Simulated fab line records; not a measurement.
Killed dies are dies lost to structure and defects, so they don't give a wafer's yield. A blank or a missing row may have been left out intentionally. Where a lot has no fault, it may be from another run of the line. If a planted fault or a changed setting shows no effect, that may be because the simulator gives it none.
Matching of chambers || flow n5 finfet || 4 sister chambers for N5_BEOL_M12_DESCUM_15 on rie diel-05
The step chemistry O2, time 7.9 s. 7 wafers are shown with their chamber, then 7 later ones without.

## WAFERS, EACH WITH ITS CHAMBER
{"wafer": "L078.6", "chamber": 1, "drypump motor current A (A)": 6.4, "throttle valve pct (%)": 20.48}
{"wafer": "L083.3", "chamber": 1, "drypump motor current A (A)": 6.4, "throttle valve pct (%)": 20.50}
{"wafer": "L087.1", "chamber": 3, "drypump motor current A (A)": 4.9, "throttle valve pct (%)": 20.68}
{"wafer": "L087.4", "chamber": 0, "drypump motor current A (A)": 5.9, "throttle valve pct (%)": 19.95}
{"wafer": "L087.6", "chamber": 3, "drypump motor current A (A)": 4.9, "throttle valve pct (%)": 20.69}
{"wafer": "L091.4", "chamber": 2, "drypump motor current A (A)": 5.2, "throttle valve pct (%)": 20.16}
{"wafer": "L091.5", "chamber": 0, "drypump motor current A (A)": 6.0, "throttle valve pct (%)": 19.97}

## WAFERS WITH NO CHAMBER GIVEN
{"wafer": "L091.6", "drypump motor current A (A)": 4.9, "throttle valve pct (%)": 20.70}
{"wafer": "L090.2", "drypump motor current A (A)": 5.9, "throttle valve pct (%)": 19.96}
{"wafer": "L090.5", "drypump motor current A (A)": 4.8, "throttle valve pct (%)": 20.72}
{"wafer": "L090.6", "drypump motor current A (A)": 6.0, "throttle valve pct (%)": 19.96}
{"wafer": "L097.1", "drypump motor current A (A)": 6.4, "throttle valve pct (%)": 20.53}
{"wafer": "L097.2", "drypump motor current A (A)": 6.0, "throttle valve pct (%)": 19.98}
{"wafer": "L097.6", "drypump motor current A (A)": 6.4, "throttle valve pct (%)": 20.55}

## CHAMBER TAKEN BY EACH
{"wafer": "L091.6", "from the rows above": 3, "in truth": 3}
{"wafer": "L090.2", "from the rows above": 0, "in truth": 0}
{"wafer": "L090.5", "from the rows above": 3, "in truth": 3}
{"wafer": "L090.6", "from the rows above": 0, "in truth": 0}
{"wafer": "L097.1", "from the rows above": 1, "in truth": 1}
{"wafer": "L097.2", "from the rows above": 0, "in truth": 0}
{"wafer": "L097.6", "from the rows above": 1, "in truth": 1}
7 of 7 placed correctly. Left unplaced by these rows: 0. Placed wrongly: 0.
How it was worked out, from the rows above alone: a wafer's distance from a chamber is the root of the sum, over the readings, of the square of ((its reading less the chamber's mean) divided by the reading's scatter). The wafer belongs to the nearest chamber; if the next one is less than 2 further off, it can't be placed. A chamber's mean is the mean of its shown wafers. The scatter: take each reading less its chamber's mean, square it, sum over the shown wafers, divide by the number of wafers less the number of chambers, and take the root.
